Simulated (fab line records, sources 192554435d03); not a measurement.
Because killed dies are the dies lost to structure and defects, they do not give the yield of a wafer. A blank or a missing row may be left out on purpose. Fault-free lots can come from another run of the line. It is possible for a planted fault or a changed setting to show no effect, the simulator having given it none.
A lot that was struck, set against a sound lot ; flow n5_finfet ; 15 out of 1938 route steps
Sound: the wafers L353.2, L353.3, L353.5. Struck: wafers L337.1, L337.3. The cause is given at the end.
Each step with rows lists, per side, the tool, then ch with its chambers, then its first start. Under that, the readings that differ: sound wafers ; struck wafers ; difference of the means ; sigmas: that difference in standard deviations of wafers without a fault.
alike: same words and numbers on both sides, and readings whose means sit less than 2 such deviations apart. not compared: any withheld reading, any reading some wafer has no value for, any bound like >300 that may hide the same value, and any number with overlapping values for which the record gives no deviation.
The two part at a step that has a row with sigmas, a row that says differs or no value, or rows on one side only. Numbers that don't overlap but have no deviation are shown without sigmas and don't part them. A reading that every wafer of one side lacks parts them only if that side has two wafers or more.

first, 1 step without rows for these wafers: N5_BEOL_M13_HARDBAKE_32 (time 120 s).
N5_BEOL_M13_CD_MEAS_28: target cd 209.5 nm.
  sound on cd_sem-03 ch 0, day 18 20:23; struck on cd_sem-03 ch 0, day 13 19:31
  alike: cd_nm
N5_BEOL_M13_OVL_MEAS_29:
  sound on overlay-01 ch 0, day 18 20:25; struck on overlay-02 ch 0, day 13 19:32
reading;sound;struck;difference;sigmas
M13_OVL (nm);-5 -2 -1;-14 -17;-13;-3
N5_BEOL_M13_INSPECT_30: inspects for defects (macro).
  struck on defect_inspect-01, day 13 19:34; sound on defect_inspect-01, day 18 20:26
  alike: raw_defect_count
N5_BEOL_M13_DESCUM_33: chemistry O2, time 7.9 s.
  sound on rie_diel-01 ch 1,3, day 18 20:28; struck on rie_diel-02 ch 1,3, day 13 19:53
  alike: drypump_motor_current_A, oes_product_au, rf_vpp_V, showerhead_plenum_p_Torr, throttle_valve_pct
  not compared: rf_hours_counter_h
N5_BEOL_M13_ETCH_67: etches SiARC in CF4, target depth 143 nm, time 238.3 s.
  sound on rie_diel-01 ch 1,3, day 18 20:30; struck on rie_diel-02 ch 1,3, day 13 19:55
  alike: drypump_motor_current_A, etch_rf_on_time_s, oes_product_au, rf_vpp_V, showerhead_plenum_p_Torr, throttle_valve_pct
  not compared: rf_hours_counter_h
N5_BEOL_M13_ETCH_68: etches SOC in N2/H2, time 355 s.
  sound on rie_diel-01 ch 1,3, day 18 20:39; struck on rie_diel-02 ch 1,3, day 13 20:04
  alike: drypump_motor_current_A, oes_product_au, rf_vpp_V, showerhead_plenum_p_Torr, throttle_valve_pct
  not compared: rf_hours_counter_h
then, 1 step without rows for these wafers: N5_BEOL_M13_STRIP_69 (strips in N2/H2).
N5_BEOL_M13_TRENCH_ETCH_34: etches SiOC in C4F8/O2/Ar, target depth 413.47 nm, time 162.6 s.
  sound on rie_diel-01 ch 1,3, day 18 20:52; struck on rie_diel-02 ch 1,3, day 13 20:17
  alike: drypump_motor_current_A, oes_product_au, rf_vpp_V, showerhead_plenum_p_Torr, throttle_valve_pct
  not compared: rf_hours_counter_h
then, 1 step without rows for these wafers: N5_BEOL_M13_STRIP_70 (strips in C4F8/O2/Ar).
N5_BEOL_M13_OCD_MEAS_35:
  struck on ocd-01, day 13 20:28; sound on ocd-02, day 18 21:03
  alike: trench_depth_nm
N5_BEOL_M13_STRIP_37: strips in N2/H2.
  sound on plasma_asher-01 ch 0,1, day 18 21:05; struck on plasma_asher-01 ch 0, day 13 20:30
  alike: drypump_motor_current_A, heater_power_w, oes_product_au
  not compared: rf_hours_counter_h
N5_BEOL_M13_ETCH_38: etches SiCN in CF4/N2, target depth 67.5 nm, time 71.9 s.
  sound on rie_diel-04 ch 2,3, day 19 02:18; struck on rie_diel-01 ch 0,3, day 13 20:38
reading;sound;struck;difference;sigmas
showerhead_plenum_p_Torr (Torr);2.16 2.18 2.18;2.28 2.28;+0.11;+2
model.etch.depth_nm (nm);56.5 58.12 58.17;47.97 49.58;-8.82;
  alike: drypump_motor_current_A, oes_product_au, rf_vpp_V, throttle_valve_pct
  not compared: rf_hours_counter_h
then, 2 steps without rows for these wafers: N5_BEOL_M13_PRECLEAN_39 (cleans in residue remover, time 60 s); N5_PASSIVATION_PROBE_49.

## WHERE THEY PART
At N5_BEOL_M13_OVL_MEAS_29 first; at N5_BEOL_M13_ETCH_38 last (within this record only).

WHY: whatever the simulator had introduced
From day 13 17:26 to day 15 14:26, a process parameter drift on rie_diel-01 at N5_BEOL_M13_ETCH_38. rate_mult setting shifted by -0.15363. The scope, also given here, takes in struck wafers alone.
